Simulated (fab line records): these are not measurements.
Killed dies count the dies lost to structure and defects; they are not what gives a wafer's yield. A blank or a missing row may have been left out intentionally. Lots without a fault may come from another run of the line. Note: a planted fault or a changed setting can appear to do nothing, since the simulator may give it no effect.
Which of the tools did it? || flow n5Finfet || 10 lots with 26 wafers sampled at 6 steps, on a route of 1938 steps

== WHAT THE GAUGES READ, wafer by wafer ==
N5_GATE_CUT_INSPECT_15: inspects for defects (brightfield).
{"lot": "L636", "measured": "day 5 06:00", "on": "defectInspect-02", "rawDefectCount": "78 106"}
{"lot": "L637", "measured": "day 5 14:19", "on": "defectInspect-01", "rawDefectCount": "178 125 178"}
{"lot": "L640", "measured": "day 6 01:38", "on": "defectInspect-02", "rawDefectCount": "125 96 97"}
{"lot": "L642", "measured": "day 6 17:18", "on": "defectInspect-02", "rawDefectCount": "97 110 132"}
{"lot": "L647", "measured": "day 7 22:31", "on": "defectInspect-01", "rawDefectCount": "165 154"}
{"lot": "L648", "measured": "day 8 13:47", "on": "defectInspect-01", "rawDefectCount": "83 101"}
{"lot": "L649", "measured": "day 8 17:29", "on": "defectInspect-01", "rawDefectCount": "1315 1259 1317"}
{"lot": "L650", "measured": "day 9 00:36", "on": "defectInspect-01", "rawDefectCount": "1316 1304 1252"}
{"lot": "L652", "measured": "day 9 04:09", "on": "defectInspect-01", "rawDefectCount": "1298 1320 1372"}
{"lot": "L657", "measured": "day 10 10:27", "on": "defectInspect-02", "rawDefectCount": "212 179"}

N5_BEOL_M4_RC_MEAS_101.
{"lot": "L636", "measured": "day 8 10:36", "on": "prober-01", "DIBL_N (mV/V)": "40.0 32.6", "DIBL_P (mV/V)": "37.8 30.3", "IOFF_N (nA/um)": "0.23 0.12", "IOFF_P (nA/um)": "0.28 0.18", "ION_N (uA/um)": "690 679", "ION_P (uA/um)": "468 474", "SS_N (mV/dec)": "72.1 69.8", "SS_P (mV/dec)": "74.2 72.2", "VT_N (mV)": "242 249", "VT_P (mV)": "-246 -251"}
{"lot": "L637", "measured": "day 8 14:39", "on": "prober-01", "DIBL_N (mV/V)": "36.7 37.8 34.0", "DIBL_P (mV/V)": "37.6 38.4 33.3", "IOFF_N (nA/um)": "0.18 0.21 0.13", "IOFF_P (nA/um)": "0.24 0.24 0.16", "ION_N (uA/um)": "670 678 667", "ION_P (uA/um)": "463 455 459", "SS_N (mV/dec)": "72.8 73.3 72.2", "SS_P (mV/dec)": "73.0 74.1 73.1", "VT_N (mV)": "249 250 257", "VT_P (mV)": "-249 -249 -254"}
{"lot": "L640", "measured": "day 9 08:00", "on": "prober-02", "DIBL_N (mV/V)": "32.5 35.9 35.7", "DIBL_P (mV/V)": "32.2 35.1 35.0", "IOFF_N (nA/um)": "0.11 0.15 0.15", "IOFF_P (nA/um)": "0.16 0.19 0.18", "ION_N (uA/um)": "679 676 675", "ION_P (uA/um)": "473 460 464", "SS_N (mV/dec)": "69.6 70.2 70.1", "SS_P (mV/dec)": "71.7 73.4 72.7", "VT_N (mV)": "256 251 251", "VT_P (mV)": "-251 -251 -249"}
{"lot": "L642", "measured": "day 9 20:21", "on": "prober-02", "DIBL_N (mV/V)": "35.6 34.8 35.3", "DIBL_P (mV/V)": "34.3 33.3 34.1", "IOFF_N (nA/um)": "0.16 0.13 0.14", "IOFF_P (nA/um)": "0.23 0.22 0.23", "ION_N (uA/um)": "701 683 686", "ION_P (uA/um)": "483 475 472", "SS_N (mV/dec)": "71.3 69.7 70.6", "SS_P (mV/dec)": "72.8 72.4 72.8", "VT_N (mV)": "243 248 248", "VT_P (mV)": "-245 -248 -247"}
{"lot": "L647", "measured": "day 11 03:13", "on": "prober-01", "DIBL_N (mV/V)": "37.8 35.9", "DIBL_P (mV/V)": "37.0 37.3", "IOFF_N (nA/um)": "0.22 0.17", "IOFF_P (nA/um)": "0.23 0.24", "ION_N (uA/um)": "678 665", "ION_P (uA/um)": "454 459", "SS_N (mV/dec)": "72.3 71.3", "SS_P (mV/dec)": "73.3 73.5", "VT_N (mV)": "245 249", "VT_P (mV)": "-250 -245"}
{"lot": "L648", "measured": "day 12 04:47", "on": "prober-02", "DIBL_N (mV/V)": "35.2 32.2", "DIBL_P (mV/V)": "36.0 30.1", "IOFF_N (nA/um)": "0.17 0.10", "IOFF_P (nA/um)": "0.22 0.13", "ION_N (uA/um)": "695 655", "ION_P (uA/um)": "472 448", "SS_N (mV/dec)": "71.0 70.8", "SS_P (mV/dec)": "73.5 71.6", "VT_N (mV)": "248 257", "VT_P (mV)": "-248 -258"}
{"lot": "L649", "measured": "day 12 04:15", "on": "prober-01", "DIBL_N (mV/V)": "38.6 38.6 35.6", "DIBL_P (mV/V)": "39.3 39.2 36.2", "IOFF_N (nA/um)": "0.22 0.21 0.17", "IOFF_P (nA/um)": "0.24 0.26 0.20", "ION_N (uA/um)": "685 683 696", "ION_P (uA/um)": "466 472 474", "SS_N (mV/dec)": "72.4 72.2 71.3", "SS_P (mV/dec)": "73.3 73.0 72.3", "VT_N (mV)": "248 248 248", "VT_P (mV)": "-251 -248 -249"}
{"lot": "L650", "measured": "day 12 08:11", "on": "prober-01", "DIBL_N (mV/V)": "38.6 34.9 39.8", "DIBL_P (mV/V)": "39.1 34.7 40.8", "IOFF_N (nA/um)": "0.21 0.13 0.25", "IOFF_P (nA/um)": "0.25 0.18 0.29", "ION_N (uA/um)": "687 658 683", "ION_P (uA/um)": "462 448 465", "SS_N (mV/dec)": "72.5 72.0 72.4", "SS_P (mV/dec)": "74.8 73.1 74.8", "VT_N (mV)": "246 254 242", "VT_P (mV)": "-249 -253 -246"}
{"lot": "L652", "measured": "day 12 08:45", "on": "prober-02", "DIBL_N (mV/V)": "33.8 41.3 34.4", "DIBL_P (mV/V)": "34.0 42.8 34.7", "IOFF_N (nA/um)": "0.11 0.28 0.13", "IOFF_P (nA/um)": "0.18 0.35 0.19", "ION_N (uA/um)": "664 705 673", "ION_P (uA/um)": "460 482 464", "SS_N (mV/dec)": "70.7 72.3 70.6", "SS_P (mV/dec)": "72.6 74.6 72.5", "VT_N (mV)": "254 240 252", "VT_P (mV)": "-251 -243 -252"}
{"lot": "L657", "measured": "day 13 23:28", "on": "prober-01", "DIBL_N (mV/V)": "38.3 39.1", "DIBL_P (mV/V)": "37.2 37.9", "IOFF_N (nA/um)": "0.19 0.21", "IOFF_P (nA/um)": "0.21 0.22", "ION_N (uA/um)": "689 679", "ION_P (uA/um)": "465 454", "SS_N (mV/dec)": "72.3 73.5", "SS_P (mV/dec)": "74.2 73.3", "VT_N (mV)": "249 246", "VT_P (mV)": "-253 -250"}

== TOOL THAT RAN EACH LOT (tool first, then ch and the chambers of the sampled wafers, then the start) ==
{"lot": "L636", "N5_HKMG_FIN_ETCH_67": "rieDiel-05 ch 3, day 4 19:25", "N5_GATE_CUT_VAPOR_ETCH_60": "rieMetal-02 ch 0,1, day 4 21:41", "N5_GATE_CUT_CMP_02": "cmp-04 ch 0,1, day 5 05:17", "N5_GATE_CUT_DESCUM_18": "rieDiel-01 ch 0,3, day 5 06:02"}
{"lot": "L637", "N5_HKMG_FIN_ETCH_67": "rieDiel-03 ch 0,1,2, day 5 08:32", "N5_GATE_CUT_VAPOR_ETCH_60": "rieMetal-02 ch 0,1, day 5 10:47", "N5_GATE_CUT_CMP_02": "cmp-02 ch 0,2,3, day 5 13:32", "N5_GATE_CUT_DESCUM_18": "rieDiel-02 ch 2,3, day 5 14:21"}
{"lot": "L640", "N5_HKMG_FIN_ETCH_67": "rieDiel-05 ch 2,3, day 5 19:34", "N5_GATE_CUT_VAPOR_ETCH_60": "rieMetal-01 ch 0,1, day 5 21:53", "N5_GATE_CUT_CMP_02": "cmp-02 ch 2,3, day 6 00:48", "N5_GATE_CUT_DESCUM_18": "rieDiel-01 ch 1,2,3, day 6 01:40"}
{"lot": "L642", "N5_HKMG_FIN_ETCH_67": "rieDiel-04 ch 1,2,3, day 6 11:37", "N5_GATE_CUT_VAPOR_ETCH_60": "rieMetal-03 ch 0,1, day 6 13:53", "N5_GATE_CUT_CMP_02": "cmp-03 ch 0,1,2, day 6 16:31", "N5_GATE_CUT_DESCUM_18": "rieDiel-06 ch 0,1,2, day 6 17:20"}
{"lot": "L647", "N5_HKMG_FIN_ETCH_67": "rieDiel-03 ch 1,2, day 7 16:49", "N5_GATE_CUT_VAPOR_ETCH_60": "rieMetal-02 ch 0,1, day 7 19:07", "N5_GATE_CUT_CMP_02": "cmp-04 ch 2,3, day 7 21:52", "N5_GATE_CUT_DESCUM_18": "rieDiel-06 ch 0,3, day 7 22:32"}
{"lot": "L648", "N5_HKMG_FIN_ETCH_67": "rieDiel-03 ch 0,3, day 8 07:57", "N5_GATE_CUT_VAPOR_ETCH_60": "rieMetal-03 ch 0,1, day 8 10:14", "N5_GATE_CUT_CMP_02": "cmp-03 ch 1,2, day 8 13:10", "N5_GATE_CUT_DESCUM_18": "rieDiel-06 ch 0,1, day 8 13:50"}
{"lot": "L649", "N5_HKMG_FIN_ETCH_67": "rieDiel-05 ch 0,2,3, day 8 10:45", "N5_GATE_CUT_VAPOR_ETCH_60": "rieMetal-03 ch 0,1, day 8 13:03", "N5_GATE_CUT_CMP_02": "cmp-04 ch 1,2,3, day 8 16:36", "N5_GATE_CUT_DESCUM_18": "rieDiel-01 ch 0,3, day 8 17:31"}
{"lot": "L650", "N5_HKMG_FIN_ETCH_67": "rieDiel-03 ch 1,2,3, day 8 16:59", "N5_GATE_CUT_VAPOR_ETCH_60": "rieMetal-01 ch 0,1, day 8 19:19", "N5_GATE_CUT_CMP_02": "cmp-04 ch 1,2,3, day 8 23:50", "N5_GATE_CUT_DESCUM_18": "rieDiel-02 ch 0,1,3, day 9 00:38"}
{"lot": "L652", "N5_HKMG_FIN_ETCH_67": "rieDiel-05 ch 0,1, day 8 22:17", "N5_GATE_CUT_VAPOR_ETCH_60": "rieMetal-02 ch 0,1, day 9 00:42", "N5_GATE_CUT_CMP_02": "cmp-04 ch 0,2, day 9 03:26", "N5_GATE_CUT_DESCUM_18": "rieDiel-02 ch 1,3, day 9 04:11"}
{"lot": "L657", "N5_HKMG_FIN_ETCH_67": "rieDiel-05 ch 0,2, day 10 04:21", "N5_GATE_CUT_VAPOR_ETCH_60": "rieMetal-02 ch 1, day 10 07:01", "N5_GATE_CUT_CMP_02": "cmp-02 ch 1,2, day 10 09:46", "N5_GATE_CUT_DESCUM_18": "rieDiel-06 ch 2, day 10 10:29"}
- N5_HKMG_FIN_ETCH_67: etches SOC in N2/H2, stops on TiN, target depth 388.9 nm.
- N5_GATE_CUT_VAPOR_ETCH_60: etches HfO2 in BCl3/Cl2.
- N5_GATE_CUT_CMP_02: polishes, stops on SiO2, t overpolish 12.7 s, target thk 0 nm.
- N5_GATE_CUT_DESCUM_18: chemistry O2, time 7 s.

== WHAT THE TOOLS THEMSELVES READ (means of the sampled wafers that have a number; where no wafer has one, the mark that the record gives instead) ==
N5_HKMG_FIN_ETCH_67.
{"lot": "L636", "tool": "rieDiel-05", "drypumpMotorCurrentA (A)": 5.8, "oesProductAu (a.u.)": 0.72, "rfVppV (V)": 240.2, "showerheadPlenumPTorr (Torr)": 2.53, "throttleValvePct (%)": 18.01}
{"lot": "L637", "tool": "rieDiel-03", "drypumpMotorCurrentA (A)": 5.8, "oesProductAu (a.u.)": 0.74, "rfVppV (V)": 240.3, "showerheadPlenumPTorr (Torr)": 2.58, "throttleValvePct (%)": 17.87}
{"lot": "L640", "tool": "rieDiel-05", "drypumpMotorCurrentA (A)": 5.6, "oesProductAu (a.u.)": 0.72, "rfVppV (V)": 241.2, "showerheadPlenumPTorr (Torr)": 2.55, "throttleValvePct (%)": 18.01}
{"lot": "L642", "tool": "rieDiel-04", "drypumpMotorCurrentA (A)": 5.7, "oesProductAu (a.u.)": 0.84, "rfVppV (V)": 240.5, "showerheadPlenumPTorr (Torr)": 2.55, "throttleValvePct (%)": 18.04}
{"lot": "L647", "tool": "rieDiel-03", "drypumpMotorCurrentA (A)": 5.8, "oesProductAu (a.u.)": 0.76, "rfVppV (V)": 240.9, "showerheadPlenumPTorr (Torr)": 2.59, "throttleValvePct (%)": 17.91}
{"lot": "L648", "tool": "rieDiel-03", "drypumpMotorCurrentA (A)": 5.7, "oesProductAu (a.u.)": 0.78, "rfVppV (V)": 240.2, "showerheadPlenumPTorr (Torr)": 2.56, "throttleValvePct (%)": 17.94}
{"lot": "L649", "tool": "rieDiel-05", "drypumpMotorCurrentA (A)": 5.7, "oesProductAu (a.u.)": 0.70, "rfVppV (V)": 241.0, "showerheadPlenumPTorr (Torr)": 2.51, "throttleValvePct (%)": 17.97}
{"lot": "L650", "tool": "rieDiel-03", "drypumpMotorCurrentA (A)": 5.8, "oesProductAu (a.u.)": 0.80, "rfVppV (V)": 241.4, "showerheadPlenumPTorr (Torr)": 2.59, "throttleValvePct (%)": 17.93}
{"lot": "L652", "tool": "rieDiel-05", "drypumpMotorCurrentA (A)": 5.5, "oesProductAu (a.u.)": 0.84, "rfVppV (V)": 241.5, "showerheadPlenumPTorr (Torr)": 2.55, "throttleValvePct (%)": 18.03}
{"lot": "L657", "tool": "rieDiel-05", "drypumpMotorCurrentA (A)": 5.7, "oesProductAu (a.u.)": 0.70, "rfVppV (V)": 239.4, "showerheadPlenumPTorr (Torr)": 2.50, "throttleValvePct (%)": 17.96}

N5_GATE_CUT_VAPOR_ETCH_60.
{"lot": "L636", "tool": "rieMetal-02", "drypumpMotorCurrentA (A)": 5.2, "oesProductAu (a.u.)": 0.76}
{"lot": "L637", "tool": "rieMetal-02", "drypumpMotorCurrentA (A)": 5.2, "oesProductAu (a.u.)": 0.73}
{"lot": "L640", "tool": "rieMetal-01", "drypumpMotorCurrentA (A)": 6.1, "oesProductAu (a.u.)": 0.88}
{"lot": "L642", "tool": "rieMetal-03", "drypumpMotorCurrentA (A)": 5.6, "oesProductAu (a.u.)": 0.67}
{"lot": "L647", "tool": "rieMetal-02", "drypumpMotorCurrentA (A)": 5.2, "oesProductAu (a.u.)": 0.74}
{"lot": "L648", "tool": "rieMetal-03", "drypumpMotorCurrentA (A)": 5.7, "oesProductAu (a.u.)": 0.91}
{"lot": "L649", "tool": "rieMetal-03", "drypumpMotorCurrentA (A)": 5.6, "oesProductAu (a.u.)": 0.93}
{"lot": "L650", "tool": "rieMetal-01", "drypumpMotorCurrentA (A)": 5.5, "oesProductAu (a.u.)": 0.75}
{"lot": "L652", "tool": "rieMetal-02", "drypumpMotorCurrentA (A)": 5.2, "oesProductAu (a.u.)": 0.71}
{"lot": "L657", "tool": "rieMetal-02", "drypumpMotorCurrentA (A)": 5.0, "oesProductAu (a.u.)": 0.66}

N5_GATE_CUT_CMP_02.
{"lot": "L636", "tool": "cmp-04", "motorCurrentA (A)": 9.9, "overpolishRunS (s)": 12.694, "padLifeWafers": 505, "timeToEndpointS (s)": 24}
{"lot": "L637", "tool": "cmp-02", "motorCurrentA (A)": 8.9, "overpolishRunS (s)": 12.707, "padLifeWafers": 1545, "timeToEndpointS (s)": 27}
{"lot": "L640", "tool": "cmp-02", "motorCurrentA (A)": 8.9, "overpolishRunS (s)": 12.700, "padLifeWafers": 1640, "timeToEndpointS (s)": 29}
{"lot": "L642", "tool": "cmp-03", "motorCurrentA (A)": 10.0, "overpolishRunS (s)": 12.704, "padLifeWafers": 2090, "timeToEndpointS (s)": 28}
{"lot": "L647", "tool": "cmp-04", "motorCurrentA (A)": 9.1, "overpolishRunS (s)": 12.702, "padLifeWafers": 939, "timeToEndpointS (s)": 30}
{"lot": "L648", "tool": "cmp-03", "motorCurrentA (A)": 8.4, "overpolishRunS (s)": 12.710, "padLifeWafers": "-", "timeToEndpointS (s)": 30}
{"lot": "L649", "tool": "cmp-04", "motorCurrentA (A)": 9.7, "overpolishRunS (s)": 12.700, "padLifeWafers": 1135, "timeToEndpointS (s)": 26}
{"lot": "L650", "tool": "cmp-04", "motorCurrentA (A)": 9.1, "overpolishRunS (s)": 12.701, "padLifeWafers": 1202, "timeToEndpointS (s)": 27}
{"lot": "L652", "tool": "cmp-04", "motorCurrentA (A)": 9.4, "overpolishRunS (s)": 12.698, "padLifeWafers": 1244, "timeToEndpointS (s)": 26}
{"lot": "L657", "tool": "cmp-02", "motorCurrentA (A)": 7.9, "overpolishRunS (s)": 12.696, "padLifeWafers": 344, "timeToEndpointS (s)": 26}

N5_GATE_CUT_DESCUM_18.
{"lot": "L636", "tool": "rieDiel-01", "drypumpMotorCurrentA (A)": 5.2, "o2FlowSccm (sccm)": 225.3, "oesProductAu (a.u.)": 0.81, "rfVppV (V)": 244.1, "showerheadPlenumPTorr (Torr)": 2.11, "throttleValvePct (%)": 20.66}
{"lot": "L637", "tool": "rieDiel-02", "drypumpMotorCurrentA (A)": 5.7, "o2FlowSccm (sccm)": 224.4, "oesProductAu (a.u.)": 0.72, "rfVppV (V)": 243.0, "showerheadPlenumPTorr (Torr)": 2.09, "throttleValvePct (%)": 20.54}
{"lot": "L640", "tool": "rieDiel-01", "drypumpMotorCurrentA (A)": 5.5, "o2FlowSccm (sccm)": 225.4, "oesProductAu (a.u.)": 0.73, "rfVppV (V)": 243.7, "showerheadPlenumPTorr (Torr)": 2.10, "throttleValvePct (%)": 20.55}
{"lot": "L642", "tool": "rieDiel-06", "drypumpMotorCurrentA (A)": 5.4, "o2FlowSccm (sccm)": 224.6, "oesProductAu (a.u.)": 0.78, "rfVppV (V)": 244.6, "showerheadPlenumPTorr (Torr)": 2.18, "throttleValvePct (%)": 20.60}
{"lot": "L647", "tool": "rieDiel-06", "drypumpMotorCurrentA (A)": 5.1, "o2FlowSccm (sccm)": 225.2, "oesProductAu (a.u.)": 0.73, "rfVppV (V)": 243.4, "showerheadPlenumPTorr (Torr)": 2.09, "throttleValvePct (%)": 20.74}
{"lot": "L648", "tool": "rieDiel-06", "drypumpMotorCurrentA (A)": 5.7, "o2FlowSccm (sccm)": 224.8, "oesProductAu (a.u.)": 0.73, "rfVppV (V)": 243.9, "showerheadPlenumPTorr (Torr)": 2.20, "throttleValvePct (%)": 20.69}
{"lot": "L649", "tool": "rieDiel-01", "drypumpMotorCurrentA (A)": 5.2, "o2FlowSccm (sccm)": 225.0, "oesProductAu (a.u.)": 0.76, "rfVppV (V)": 242.6, "showerheadPlenumPTorr (Torr)": 2.10, "throttleValvePct (%)": 20.71}
{"lot": "L650", "tool": "rieDiel-02", "drypumpMotorCurrentA (A)": 5.9, "o2FlowSccm (sccm)": 224.9, "oesProductAu (a.u.)": 0.76, "rfVppV (V)": 242.3, "showerheadPlenumPTorr (Torr)": 2.10, "throttleValvePct (%)": 20.57}
{"lot": "L652", "tool": "rieDiel-02", "drypumpMotorCurrentA (A)": 5.8, "o2FlowSccm (sccm)": 225.0, "oesProductAu (a.u.)": 0.70, "rfVppV (V)": 242.2, "showerheadPlenumPTorr (Torr)": 2.07, "throttleValvePct (%)": 20.68}
{"lot": "L657", "tool": "rieDiel-06", "drypumpMotorCurrentA (A)": 5.0, "o2FlowSccm (sccm)": 224.5, "oesProductAu (a.u.)": 0.85, "rfVppV (V)": 242.9, "showerheadPlenumPTorr (Torr)": 2.15, "throttleValvePct (%)": 20.54}

== THE ANSWER, worked out from the rows above alone ==
Rule: the usual values come from the lots themselves. Put in order of their means at a reading, lots are off if they are a third of the lots or fewer, leave a main group of 4 or more, and stand apart from it by a gap of 3 or more times the standard deviation of the main group's means; of several such gaps the widest counts. A main group is skipped when, at the precision printed for the reading in the tables above, its means are all equal. Also off: a lot with no number at a reading for which 4 or more lots have one. Where the step has rows for the other lots, those lots are counted as sound. First the gauges in route order, then the tools' own readings, where a lot's mean is used as printed above. The first step at which some lot is off is used, and at that step the reading that is off furthest; a lot without a number counts as furthest.
Off, at N5_GATE_CUT_INSPECT_15 on rawDefectCount: L649, L650, L652. The main group: mean 131, standard deviation 37.
A tool fits if, at a process step before that reading, it ran every lot that is off, and no sound lot after the first of them. Gauges at N5_GATE_CUT_INSPECT_15: tried the same way as those tools. This does not decide it: 2 tools fit, namely cmp-04 at N5_GATE_CUT_CMP_02 and defectInspect-01 at N5_GATE_CUT_INSPECT_15.

== WHAT THE SIMULATOR HAD INSERTED ==
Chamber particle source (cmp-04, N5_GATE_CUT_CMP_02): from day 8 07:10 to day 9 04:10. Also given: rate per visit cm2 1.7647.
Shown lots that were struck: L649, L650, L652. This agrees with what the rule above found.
